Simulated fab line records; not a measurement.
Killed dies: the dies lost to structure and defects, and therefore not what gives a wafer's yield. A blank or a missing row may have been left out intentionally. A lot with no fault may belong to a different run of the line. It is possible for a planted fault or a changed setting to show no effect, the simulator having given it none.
fab line records	flow n5-finfet
record lots=24	wafers=72	last-day=18
route steps=1938 shown BEOL_M3@991 BEOL_M4@1060
lots untouched by any fault: they come from a run of this same line in which no faults occurred
start-h: start of the lot's first displayed wafer, in hours after the record's first day	wait-h: hours from the lot's prior step to this one	" identical to the entry in the row above	L1.1+2: a single row standing in for several wafers	- no value present, or no start provided	* or withheld: withheld	< > ~ a bound
route shown NAME@n: names a module that has steps shown in the file, with the first one's number in the route	usual: mean and standard deviation over wafers with no fault	same: alike in all rows	chamber/n: place in a boat	sites: readings site by site	_std_site: how widely they spread, as a standard deviation	_edge_site: the outer-site mean with the inner-site mean subtracted	radius-mm: how far each site lies from the wafer's centre	mask NAME#n: copy n	behind: tool/chamber where the wafer was last shaped	hold: the reason the lot was held/the length of the hold in hours/how it ended	device: whichever transistor did not switch (one of n, p or np)	end of line: at the end of the route, the tests of the same wafers	a step given without rows: its recipe and nothing more	killed: not the wafer's yield, but the dies lost to structure and defects at the first sort	map: shows each die of a wafer: x if killed, . if not, _ if none is there
set.NAME: the setting the step ran with; set.NAME@STEP: the setting that earlier step ran with	model.NAME: the simulator's own value behind a step, which no gauge read
a sample of lots followed through the steps of the route, with each step as a table and each wafer as a row
services: a tool's chamber out of use, with start hour (start-h, from the record's first day; less than 0 if before it), hours out, and reason
## steps
# step N5_BEOL_M3_ALD_84
# recipe material=TaN	target-thk-a=*	temp-c=275	ald-precursor-family=PDMAT	ald-co-reactant=NH3	pressure-torr=3	carrier-flow-sccm=1500	pulse-time-s=2	purge-time-s=3	co-reactant-purge-time-s=2	co-reactant-pulse-time-s=3	ald-cycles=30	precursor-vessel-temp-c=75	precursor-vessel-pressure-torr=26.25	precursor-vessel-carrier-sccm=1000
# usual heater-power-w=401/52
# same co-reactant-pulse-time-s=3
lot.wafer	tool	chamber	start-h	wait-h	heater-power-w
L074.2	ald-metal-02	2	149.41	0.0	416
L074.3	"	1	"	"	448
L074.5	"	2	"	"	414
L075.2	ald-metal-04	1	166.31	0.1	347
L075.4	"	3	"	"	404
L075.6	"	2	"	"	441
L077.1	ald-metal-01	1	166.64	0.2	399
L077.2	"	3	"	"	433
L077.3	"	2	"	"	342
L076.3	ald-metal-02	0	172.53	0.0	470
L076.4	"	3	"	"	327
L076.6	"	3	"	"	343
L078.1	ald-metal-04	0	177.77	0.0	362
L078.2	"	3	"	"	396
L078.5	"	1	"	"	353
L079.1	ald-metal-02	0	182.29	0.0	448
L079.3	"	2	"	"	427
L079.5	"	2	"	"	410
L080.4	ald-metal-04	3	190.42	0.0	409
L080.5	"	3	"	"	404
L080.6	"	0	"	"	355
L081.2	ald-metal-04	0	204.76	0.0	345
L081.3	"	3	"	"	394
L081.4	"	1	"	"	361
L082.3	ald-metal-01	0	204.82	0.0	518
L082.4	"	3	"	"	446
L082.6	"	1	"	"	383
L083.1	ald-metal-02	1	205.18	0.0	451
L083.4	"	2	"	"	417
L083.5	"	2	"	"	420
L084.2	ald-metal-04	2	209.21	0.0	445
L084.3	"	3	"	"	408
L084.6	"	0	"	"	348
L085.3	ald-metal-01	0	227.22	0.0	528
L085.5	"	1	"	"	389
L085.6	"	0	"	"	530
L087.1	ald-metal-04	0	239.04	0.1	348
L087.2	"	1	"	"	358
L087.5	"	0	"	"	342
L088.1	ald-metal-01	1	243.51	0.1	390
L088.5	"	0	"	"	517
L088.6	"	3	"	"	427
L086.2	ald-metal-01	0	245.05	0.0	510
L086.3	"	1	"	"	387
L086.6	"	3	"	"	436
L089.1	ald-metal-04	1	248.41	0.1	350
L089.2	"	2	"	"	447
L089.6	"	3	"	"	407
L090.1	ald-metal-04	0	251.71	0.2	347
L090.4	"	1	"	"	349
L090.5	"	3	"	"	401
L092.2	ald-metal-04	3	255.12	0.0	408
L092.3	"	0	"	"	353
L092.6	"	3	"	"	404
L091.1	ald-metal-02	1	255.81	0.1	443
L091.4	"	2	"	"	423
L091.5	"	3	"	"	333
L093.2	ald-metal-04	1	275.02	0.0	341
L093.5	"	1	"	"	346
L093.6	"	0	"	"	344
L094.2	ald-metal-04	0	289.50	0.1	352
L094.3	"	1	"	"	356
L094.4	"	3	"	"	410
L096.3	ald-metal-01	2	292.53	0.1	333
L096.4	"	1	"	"	400
L096.5	"	2	"	"	333
L095.3	ald-metal-04	3	292.68	0.2	394
L095.5	"	3	"	"	405
L095.6	"	2	"	"	437
L097.2	ald-metal-04	0	295.91	0.0	361
L097.4	"	1	"	"	345
L097.5	"	1	"	"	355
# step N5_BEOL_M3_SPUTTER_48
# recipe material=Cu	target-thk-a=45	temp-c=-20	chamber-pressure-pa=0.07	power-w=withheld	time-s=8.29
# usual chuck-sensor-temp-C=-15.9/0.56	throttle-valve-pct=29.9/1.1
# same time-s=8.29
lot.wafer	tool	chamber	start-h	wait-h	chuck-sensor-temp-C	throttle-valve-pct
L074.2	pvd-sputter-01	-	149.86	0.1	-14.8	32.1
L074.3	"	-	"	"	-16.3	30.2
L074.5	"	-	"	"	-15.7	30.3
L075.2	pvd-sputter-02	-	168.37	1.4	-16.0	28.0
L075.4	"	-	"	"	-16.0	28.0
L075.6	"	-	"	"	-15.4	29.2
L077.1	pvd-sputter-01	-	168.82	0.1	-15.9	30.2
L077.2	"	-	"	"	-16.7	31.1
L077.3	"	-	"	"	-16.0	29.1
L076.3	pvd-sputter-03	-	173.09	0.1	-16.4	28.9
L076.4	"	-	"	"	-15.4	29.4
L076.6	"	-	"	"	-15.3	29.1
L078.1	pvd-sputter-03	-	180.12	1.5	-15.9	30.4
L078.2	"	-	"	"	-15.6	29.6
L078.5	"	-	"	"	-16.2	29.2
L079.1	pvd-sputter-02	-	182.85	0.1	-15.5	28.9
L079.3	"	-	"	"	-15.1	29.3
L079.5	"	-	"	"	-16.1	28.1
L080.4	pvd-sputter-02	-	191.11	0.1	-15.3	29.2
L080.5	"	-	"	"	-16.2	28.2
L080.6	"	-	"	"	-15.9	29.3
L082.3	pvd-sputter-01	-	205.27	0.1	-16.6	30.9
L082.4	"	-	"	"	-14.8	32.2
L082.6	"	-	"	"	-16.1	30.2
L081.2	pvd-sputter-02	-	205.33	0.2	-15.7	29.3
L081.3	"	-	"	"	-15.5	28.9
L081.4	"	-	"	"	-16.1	28.4
L083.1	pvd-sputter-01	-	207.11	1.3	-16.0	29.9
L083.4	"	-	"	"	-16.9	30.9
L083.5	"	-	"	"	-16.1	28.9
L084.2	pvd-sputter-01	-	209.79	0.2	-15.9	28.8
L084.3	"	-	"	"	-16.7	30.9
L084.6	"	-	"	"	-16.7	30.9
L085.3	pvd-sputter-01	-	227.92	0.3	-16.6	31.0
L085.5	"	-	"	"	-14.9	32.4
L085.6	"	-	"	"	-16.0	30.0
L087.1	pvd-sputter-01	-	241.27	0.2	-15.9	30.0
L087.2	"	-	"	"	-15.9	29.3
L087.5	"	-	"	"	-15.9	30.2
L088.1	pvd-sputter-01	-	244.15	0.1	-16.2	29.1
L088.5	"	-	"	"	-16.7	30.8
L088.6	"	-	"	"	-16.1	28.6
L086.2	pvd-sputter-03	-	245.55	0.1	-16.8	30.3
L086.3	"	-	"	"	-16.2	29.0
L086.6	"	-	"	"	-15.6	29.5
L089.1	pvd-sputter-01	-	249.05	0.1	-15.9	28.8
L089.2	"	-	"	"	-15.9	30.1
L089.6	"	-	"	"	-16.6	31.0
L090.1	pvd-sputter-03	-	253.75	0.3	-16.3	29.2
L090.4	"	-	"	"	-16.6	30.3
L090.5	"	-	"	"	-16.0	29.1
L092.2	pvd-sputter-03	-	255.71	0.1	-16.2	30.4
L092.3	"	-	"	"	-16.0	29.2
L092.6	"	-	"	"	-15.4	29.5
L091.1	pvd-sputter-01	-	256.43	0.3	-16.4	31.0
L091.4	"	-	"	"	-16.0	29.2
L091.5	"	-	"	"	-16.0	30.2
L093.2	pvd-sputter-03	-	275.94	0.4	-16.0	30.4
L093.5	"	-	"	"	-16.7	30.4
L093.6	"	-	"	"	-16.1	30.6
L094.2	pvd-sputter-02	-	290.20	0.3	-15.4	29.4
L094.3	"	-	"	"	-15.9	29.4
L094.4	"	-	"	"	-15.9	28.1
L096.3	pvd-sputter-03	-	293.01	0.1	-16.6	30.3
L096.4	"	-	"	"	-15.4	29.5
L096.5	"	-	"	"	-16.1	29.0
L095.3	pvd-sputter-01	-	294.61	1.5	-14.7	32.3
L095.5	"	-	"	"	-15.9	29.4
L095.6	"	-	"	"	-15.7	30.2
L097.2	pvd-sputter-02	-	296.68	0.2	-15.9	29.3
L097.4	"	-	"	"	-16.0	28.1
L097.5	"	-	"	"	-15.9	29.2
# step N5_BEOL_M3_ANNEAL_51
# recipe temp-c=225	time-s=90	ambient=N2
# usual wafer_temp_C_max=225.62/0.19
# same time-s=90
lot.wafer	tool	chamber	start-h	wait-h	wafer_temp_C_max
L074.2	rtp-anneal-01	0	151.86	0.1	225.60
L074.3	"	0	"	"	225.65
L074.5	"	0	"	"	225.84
L075.2	rtp-anneal-02	0	170.37	0.1	225.33
L075.4	"	0	"	"	225.35
L075.6	"	0	"	"	225.66
L077.1	rtp-anneal-01	0	170.78	0.1	225.57
L077.2	"	0	"	"	225.35
L077.3	"	0	"	"	225.35
L076.3	rtp-anneal-02	0	175.14	0.1	225.32
L076.4	"	0	"	"	225.95
L076.6	"	0	"	"	225.63
L078.1	rtp-anneal-02	0	182.07	0.1	225.53
L078.2	"	0	"	"	225.91
L078.5	"	0	"	"	225.71
L079.1	rtp-anneal-02	0	184.80	0.1	225.32
L079.3	"	0	"	"	225.78
L079.5	"	0	"	"	225.38
L080.4	rtp-anneal-01	0	193.20	0.2	225.51
L080.5	"	0	"	"	225.33
L080.6	"	0	"	"	225.54
L082.3	rtp-anneal-01	0	207.34	0.1	225.88
L082.4	"	0	"	"	225.69
L082.6	"	0	"	"	225.93
L081.2	rtp-anneal-02	0	207.45	0.2	226.08
L081.3	"	0	"	"	225.93
L081.4	"	0	"	"	225.77
L083.1	rtp-anneal-02	0	209.07	0.1	225.61
L083.4	"	0	"	"	225.75
L083.5	"	0	"	"	225.94
L084.2	rtp-anneal-02	0	211.80	0.1	225.86
L084.3	"	0	"	"	225.84
L084.6	"	0	"	"	225.72
L085.3	rtp-anneal-02	0	230.30	0.5	225.55
L085.5	"	0	"	"	225.60
L085.6	"	0	"	"	225.61
L087.1	rtp-anneal-01	0	243.22	0.1	225.90
L087.2	"	0	"	"	225.56
L087.5	"	0	"	"	225.83
L088.1	rtp-anneal-02	0	246.10	0.1	225.97
L088.5	"	0	"	"	225.54
L088.6	"	0	"	"	225.29
L086.2	rtp-anneal-02	0	247.55	0.1	225.75
L086.3	"	0	"	"	225.94
L086.6	"	0	"	"	225.55
L089.1	rtp-anneal-01	0	251.00	0.1	225.59
L089.2	"	0	"	"	225.53
L089.6	"	0	"	"	225.55
L090.1	rtp-anneal-01	0	255.71	0.1	225.45
L090.4	"	0	"	"	225.64
L090.5	"	0	"	"	225.58
L092.2	rtp-anneal-01	0	257.71	0.1	225.82
L092.3	"	0	"	"	225.54
L092.6	"	0	"	"	225.68
L091.1	rtp-anneal-01	0	258.39	0.1	225.48
L091.4	"	0	"	"	225.58
L091.5	"	0	"	"	225.63
L093.2	rtp-anneal-01	0	277.94	0.1	225.45
L093.5	"	0	"	"	225.70
L093.6	"	0	"	"	225.56
L094.2	rtp-anneal-02	0	292.58	0.5	225.66
L094.3	"	0	"	"	225.68
L094.4	"	0	"	"	225.99
L096.3	rtp-anneal-01	0	295.06	0.1	225.56
L096.4	"	0	"	"	225.66
L096.5	"	0	"	"	225.48
L095.3	rtp-anneal-01	0	296.78	0.3	225.62
L095.5	"	0	"	"	225.70
L095.6	"	0	"	"	225.32
L097.2	rtp-anneal-01	0	299.07	0.5	225.57
L097.4	"	0	"	"	225.43
L097.5	"	0	"	"	225.34
# step N5_BEOL_M3_THK_MEAS_53
# recipe thk-meas-gauge=xrf	reads=Cu_of_BEOL_M3_ECD_50
# usual M3_THK=39.2/1.4
lot.wafer	tool	chamber	start-h	wait-h	M3_THK[nm]
L074.2	film-metro-01	-	152.41	-	40.8
L074.3	"	-	"	"	39.7
L074.5	"	-	"	"	40.6
L075.2	film-metro-01	-	170.91	-	38.2
L075.4	"	-	"	"	37.9
L075.6	"	-	"	"	39.6
L077.1	film-metro-02	-	171.37	-	37.2
L077.2	"	-	"	"	37.0
L077.3	"	-	"	"	37.1
L076.3	film-metro-02	-	175.64	-	40.2
L076.4	"	-	"	"	40.6
L076.6	"	-	"	"	40.4
L078.1	film-metro-02	-	182.66	-	38.9
L078.2	"	-	"	"	37.7
L078.5	"	-	"	"	39.4
L079.1	film-metro-01	-	185.41	-	39.5
L079.3	"	-	"	"	37.4
L079.5	"	-	"	"	39.4
L080.4	film-metro-02	-	193.66	-	40.9
L080.5	"	-	"	"	40.9
L080.6	"	-	"	"	38.3
L082.3	film-metro-01	-	207.84	-	39.1
L082.4	"	-	"	"	39.4
L082.6	"	-	"	"	40.0
L081.2	film-metro-01	-	208.00	-	39.4
L081.3	"	-	"	"	39.7
L081.4	"	-	"	"	40.7
L083.1	film-metro-01	-	209.66	-	38.5
L083.4	"	-	"	"	42.0
L083.5	"	-	"	"	39.5
L084.2	film-metro-02	-	212.34	-	37.5
L084.3	"	-	"	"	38.3
L084.6	"	-	"	"	38.9
L085.3	film-metro-02	-	230.81	-	38.4
L085.5	"	-	"	"	40.3
L085.6	"	-	"	"	38.4
L087.1	film-metro-01	-	243.97	-	40.6
L087.2	"	-	"	"	38.3
L087.5	"	-	"	"	40.7
L088.1	film-metro-02	-	246.69	-	39.8
L088.5	"	-	"	"	41.8
L088.6	"	-	"	"	40.7
L086.2	film-metro-01	-	248.10	-	39.8
L086.3	"	-	"	"	37.5
L086.6	"	-	"	"	40.8
L089.1	film-metro-02	-	251.61	-	38.9
L089.2	"	-	"	"	37.2
L089.6	"	-	"	"	37.5
L090.1	film-metro-01	-	256.30	-	36.9
L090.4	"	-	"	"	39.6
L090.5	"	-	"	"	40.1
L092.2	film-metro-02	-	258.26	-	37.6
L092.3	"	-	"	"	38.2
L092.6	"	-	"	"	39.1
L091.1	film-metro-02	-	259.00	-	37.2
L091.4	"	-	"	"	39.4
L091.5	"	-	"	"	38.8
L093.2	film-metro-02	-	278.49	-	38.5
L093.5	"	-	"	"	41.9
L093.6	"	-	"	"	39.3
L094.2	film-metro-01	-	293.14	-	39.4
L094.3	"	-	"	"	37.6
L094.4	"	-	"	"	40.8
L096.3	film-metro-01	-	295.56	-	37.6
L096.4	"	-	"	"	39.6
L096.5	"	-	"	"	39.1
L095.3	film-metro-02	-	297.28	-	36.8
L095.5	"	-	"	"	38.0
L095.6	"	-	"	"	39.6
L097.2	film-metro-01	-	299.63	-	41.1
L097.4	"	-	"	"	40.1
L097.5	"	-	"	"	40.6
# step N5_BEOL_M4_ETCH_77
# recipe chemistry=N2/H2	target=underlayer	target-depth-a=65	mask-material=CAR-EUV	time-s=5.2	ion-energy-ev=200	pressure-mtorr=30	source-w=840	bias-w=150	n2-flow-sccm=200	h2-flow-sccm=200	ends=cleared
# usual drypump-motor-current-A=5.9/0.34	etch-rf-on-time-s=5.20/0.099	oes-product-au=0.70/0.068	rf-vpp-V=525.1/2.3	showerhead-plenum-p-Torr=2.58/0.069	throttle-valve-pct=17.81/0.21
lot.wafer	tool	chamber	start-h	wait-h	drypump-motor-current-A	etch-rf-on-time-s	oes-product-au	rf-hours-counter-h	rf-vpp-V	showerhead-plenum-p-Torr	throttle-valve-pct
L074.2	rie-diel-01	1	155.53	0.0	6.1	5.20	0.60	244	523.0	2.50	18.12
L074.3	"	0	"	"	6.0	5.13	0.74	41	527.3	2.70	17.77
L074.5	"	0	"	"	6.0	5.14	0.74	-	527.3	2.70	17.76
L075.2	rie-diel-02	0	173.29	0.0	6.0	5.19	0.72	58	524.1	2.58	17.63
L075.4	"	0	"	"	6.0	5.13	0.73	-	523.1	2.58	17.61
L075.6	"	1	"	"	5.5	5.28	0.61	-	526.5	2.60	17.97
L077.1	rie-diel-06	3	173.83	0.0	5.4	5.26	0.59	203	521.4	2.51	18.17
L077.2	"	2	"	"	5.7	5.09	0.77	39	520.9	2.49	17.83
L077.3	"	1	"	"	6.5	5.30	0.77	15	527.0	2.60	17.90
L076.3	rie-diel-02	3	178.94	0.0	5.5	5.20	0.75	20	528.1	2.61	17.50
L076.4	"	2	"	"	6.2	5.07	0.76	44	526.0	2.58	17.37
L076.6	"	2	"	"	6.2	5.09	0.76	-	527.0	2.58	17.36
L078.1	rie-diel-06	1	187.52	0.0	6.5	5.28	0.76	21	525.6	2.59	17.92
L078.2	"	2	"	"	5.7	5.09	0.75	45	520.3	2.49	17.85
L078.5	"	0	"	"	6.2	4.95	0.77	-	520.6	2.48	18.07
L079.1	rie-diel-01	3	188.38	0.0	5.3	5.10	0.76	30	529.4	2.68	17.87
L079.3	"	3	"	"	5.3	4.99	0.76	-	528.6	2.68	17.88
L079.5	"	2	"	"	5.9	5.28	0.60	-	525.1	2.60	17.89
L080.4	rie-diel-01	3	196.56	0.0	5.3	5.14	0.74	33	528.5	2.68	17.87
L080.5	"	1	"	"	6.0	5.24	0.84	-	523.6	2.50	17.70
L080.6	"	0	"	"	6.0	5.12	0.72	-	526.2	2.70	17.82
L082.3	rie-diel-02	2	210.58	0.0	6.2	5.15	0.74	55	525.4	2.58	17.41
L082.4	"	0	"	"	6.0	5.11	0.73	71	524.8	2.57	17.65
L082.6	"	3	"	"	5.5	5.22	0.75	-	525.4	2.60	17.54
L081.2	rie-diel-01	1	210.84	0.0	6.0	5.22	0.81	6	522.8	2.50	17.70
L081.3	"	2	"	"	5.9	5.30	0.59	241	526.0	2.60	17.91
L081.4	"	3	"	"	5.3	5.16	0.73	37	529.1	2.68	17.88
L083.1	rie-diel-02	2	212.11	0.0	6.2	5.16	0.75	56	523.7	2.58	17.38
L083.4	"	0	"	"	6.0	5.16	0.72	72	523.7	2.57	17.66
L083.5	"	1	"	"	5.5	5.26	0.61	-	526.1	2.59	18.01
L084.2	rie-diel-01	2	214.91	0.0	5.9	5.25	0.58	242	525.6	2.60	17.92
L084.3	"	3	"	"	5.3	5.08	0.73	38	529.1	2.68	17.90
L084.6	"	1	"	"	6.1	5.21	0.81	-	522.1	2.50	17.70
L085.3	rie-diel-02	3	234.18	0.0	5.6	5.30	0.71	40	524.1	2.60	17.53
L085.5	"	0	"	"	6.0	5.19	0.70	-	523.2	2.57	17.66
L085.6	"	1	"	"	5.5	5.26	0.59	-	523.2	2.59	18.01
L087.1	rie-diel-01	3	246.57	0.0	5.3	5.10	0.72	51	528.0	2.67	17.91
L087.2	"	0	"	"	6.0	5.11	0.70	73	531.0	2.69	17.84
L087.5	"	0	"	"	6.0	5.10	0.70	-	529.4	2.69	17.83
L088.1	rie-diel-06	0	249.61	0.0	6.2	5.03	0.73	50	522.3	2.47	18.13
L088.5	"	0	"	"	6.2	5.03	0.75	-	523.6	2.47	18.14
L088.6	"	3	"	"	5.4	5.28	0.57	-	523.1	2.50	18.23
L086.2	rie-diel-01	3	250.37	0.0	5.3	5.10	0.73	52	527.5	2.67	17.90
L086.3	"	2	"	"	5.9	5.28	0.59	252	524.8	2.59	17.94
L086.6	"	1	"	"	6.1	5.25	0.77	-	521.6	2.49	17.75
L089.1	rie-diel-06	1	255.30	0.0	6.5	5.22	0.74	43	523.8	2.58	17.93
L089.2	"	2	"	"	5.7	5.13	0.72	69	522.5	2.48	17.92
L089.6	"	2	"	"	5.7	5.08	0.73	-	522.4	2.48	17.86
L090.1	rie-diel-01	0	259.58	0.0	6.0	5.22	0.70	78	526.3	2.69	17.85
L090.4	"	0	"	"	6.0	5.16	0.69	-	526.6	2.69	17.85
L090.5	"	3	"	"	5.3	5.11	0.72	-	530.5	2.67	17.92
L092.2	rie-diel-02	0	262.34	0.0	6.0	5.22	0.69	88	525.2	2.57	17.68
L092.3	"	1	"	"	5.5	5.37	0.59	237	526.3	2.59	18.07
L092.6	"	3	"	"	5.6	5.29	0.71	-	523.8	2.59	17.56
L091.1	rie-diel-01	0	262.67	0.0	6.0	5.20	0.69	80	527.0	2.69	17.81
L091.4	"	0	"	"	6.0	5.31	0.70	-	528.8	2.69	17.84
L091.5	"	1	"	"	6.1	5.32	0.75	-	521.5	2.49	17.74
L093.2	rie-diel-02	0	283.65	0.0	6.0	5.23	0.69	94	525.1	2.56	17.70
L093.5	"	2	"	"	6.2	5.14	0.73	-	526.3	2.57	17.45
L093.6	"	1	"	"	5.5	5.35	0.59	-	525.2	2.58	18.03
L094.2	rie-diel-02	2	297.48	0.0	6.2	5.10	0.71	85	525.0	2.56	17.46
L094.3	"	3	"	"	5.5	5.30	0.70	61	526.4	2.59	17.61
L094.4	"	1	"	"	5.5	5.30	0.59	249	527.5	2.58	18.06
L096.3	rie-diel-02	2	300.05	0.0	6.2	5.15	0.71	86	524.7	2.56	17.47
L096.4	"	1	"	"	5.5	5.37	0.58	249	525.8	2.58	18.05
L096.5	"	0	"	"	6.0	5.19	0.68	-	521.8	2.56	17.68
L095.3	rie-diel-06	1	300.70	0.0	6.6	5.26	0.72	58	525.0	2.58	17.98
L095.5	"	0	"	"	6.2	4.99	0.72	-	522.0	2.47	18.13
L095.6	"	1	"	"	6.6	5.20	0.71	-	526.7	2.58	17.98
L097.2	rie-diel-01	0	302.30	0.0	6.0	5.20	0.69	94	527.2	2.68	17.89
L097.4	"	2	"	"	5.9	5.25	0.81	10	524.5	2.59	17.54
L097.5	"	2	"	"	5.9	5.23	0.81	-	525.4	2.59	17.55
# step N5_BEOL_M4_SPUTTER_48
# recipe material=Cu	target-thk-a=45	temp-c=-20	chamber-pressure-pa=0.07	power-w=withheld	time-s=8.29
# usual chuck-sensor-temp-C=-15.9/0.57	throttle-valve-pct=29.9/1.1
# same time-s=8.29
lot.wafer	tool	chamber	start-h	wait-h	chuck-sensor-temp-C	throttle-valve-pct
L074.2	pvd-sputter-02	-	162.77	0.1	-15.5	28.5
L074.3	"	-	"	"	-16.0	28.3
L074.5	"	-	"	"	-15.4	28.9
L075.2	pvd-sputter-01	-	178.29	0.3	-16.0	29.1
L075.4	"	-	"	"	-14.8	32.2
L075.6	"	-	"	"	-15.8	30.0
L077.1	pvd-sputter-01	-	183.27	0.3	-16.0	30.2
L077.2	"	-	"	"	-14.9	32.1
L077.3	"	-	"	"	-16.0	29.5
L076.3	pvd-sputter-02	-	187.43	0.1	-15.3	29.4
L076.4	"	-	"	"	-15.4	29.1
L076.6	"	-	"	"	-16.0	28.4
L078.1	pvd-sputter-03	-	191.20	0.2	-15.9	30.1
L078.2	"	-	"	"	-16.2	29.2
L078.5	"	-	"	"	-16.1	30.3
L079.1	pvd-sputter-02	-	196.21	0.1	-15.2	29.6
L079.3	"	-	"	"	-15.4	29.1
L079.5	"	-	"	"	-16.1	28.2
L080.4	pvd-sputter-01	-	201.68	1.5	-16.0	29.9
L080.5	"	-	"	"	-16.1	29.0
L080.6	"	-	"	"	-16.6	30.9
L082.3	pvd-sputter-01	-	214.13	0.1	-16.2	28.8
L082.4	"	-	"	"	-16.7	30.9
L082.6	"	-	"	"	-15.9	28.9
L081.2	pvd-sputter-03	-	215.30	0.8	-16.1	29.0
L081.3	"	-	"	"	-16.6	30.6
L081.4	"	-	"	"	-16.2	30.7
L083.1	pvd-sputter-02	-	219.20	0.1	-15.5	28.9
L083.4	"	-	"	"	-15.3	29.3
L083.5	"	-	"	"	-15.9	28.3
L084.2	pvd-sputter-01	-	222.56	0.1	-16.1	28.9
L084.3	"	-	"	"	-16.0	29.9
L084.6	"	-	"	"	-14.7	31.8
L085.3	pvd-sputter-01	-	239.43	0.3	-16.8	30.9
L085.5	"	-	"	"	-16.0	30.2
L085.6	"	-	"	"	-14.9	32.2
L087.1	pvd-sputter-01	-	251.69	0.1	-14.7	32.4
L087.2	"	-	"	"	-16.0	29.1
L087.5	"	-	"	"	-14.7	32.1
L088.1	pvd-sputter-03	-	251.91	0.1	-15.7	29.4
L088.5	"	-	"	"	-15.6	29.3
L088.6	"	-	"	"	-16.2	29.2
L086.2	pvd-sputter-02	-	253.38	1.5	-15.5	29.0
L086.3	"	-	"	"	-15.3	29.3
L086.6	"	-	"	"	-15.3	29.4
L089.1	pvd-sputter-03	-	258.95	0.2	-16.1	28.9
L089.2	"	-	"	"	-16.1	30.4
L089.6	"	-	"	"	-16.1	30.3
L090.1	pvd-sputter-03	-	264.13	1.7	-16.6	30.6
L090.4	"	-	"	"	-15.7	29.3
L090.5	"	-	"	"	-15.6	29.4
L092.2	pvd-sputter-01	-	268.92	0.1	-16.6	30.7
L092.3	"	-	"	"	-14.9	32.1
L092.6	"	-	"	"	-14.6	32.4
L091.1	pvd-sputter-01	-	270.76	1.7	-14.8	32.1
L091.4	"	-	"	"	-15.8	30.1
L091.5	"	-	"	"	-16.0	29.9
L093.2	pvd-sputter-03	-	287.63	0.3	-16.2	28.9
L093.5	"	-	"	"	-15.5	29.5
L093.6	"	-	"	"	-16.2	29.1
L094.2	pvd-sputter-01	-	301.63	0.2	-16.0	30.4
L094.3	"	-	"	"	-14.9	32.3
L094.4	"	-	"	"	-16.0	28.8
L096.3	pvd-sputter-02	-	304.54	0.1	-15.5	29.6
L096.4	"	-	"	"	-15.9	29.4
L096.5	"	-	"	"	-15.1	29.5
L095.3	pvd-sputter-01	-	305.14	0.1	-16.0	28.9
L095.5	"	-	"	"	-16.9	30.9
L095.6	"	-	"	"	-16.0	29.3
L097.2	pvd-sputter-03	-	308.06	0.1	-16.0	30.6
L097.4	"	-	"	"	-16.0	29.1
L097.5	"	-	"	"	-16.1	28.8
## services
tool	chamber	start-h	hours	kind
pvd-sputter-03	-	157.71	0.7	repair
rie-diel-02	2	171.75	5.4	repair
rie-diel-01	1	172.90	-	clean
rie-diel-01	1	172.90	-	consumable-replace:focus-ring
rie-diel-01	1	172.90	20.6	scheduled-down
rie-diel-01	1	172.90	20.6	vent-cycle
rie-diel-01	-	189.34	0.3	repair
ald-metal-01	-	199.96	0.9	repair
rie-diel-01	2	218.92	9.9	repair
rie-diel-02	0	219.88	3.8	repair
ald-metal-02	0	242.32	4.1	repair
rie-diel-01	2	254.45	7.3	repair
rie-diel-01	2	261.77	-	clean
rie-diel-01	2	261.77	-	consumable-replace:focus-ring
rie-diel-01	2	261.77	11.2	scheduled-down
rie-diel-01	2	261.77	11.2	vent-cycle
ald-metal-04	2	262.36	26.9	repair
rie-diel-02	1	302.20	-	clean
rie-diel-02	1	302.20	-	consumable-replace:focus-ring
rie-diel-02	1	302.20	17.0	scheduled-down
rie-diel-02	1	302.20	17.0	vent-cycle
rie-diel-06	3	303.32	-	clean
rie-diel-06	3	303.32	-	consumable-replace:focus-ring
rie-diel-06	3	303.32	15.4	scheduled-down
## key
fault none
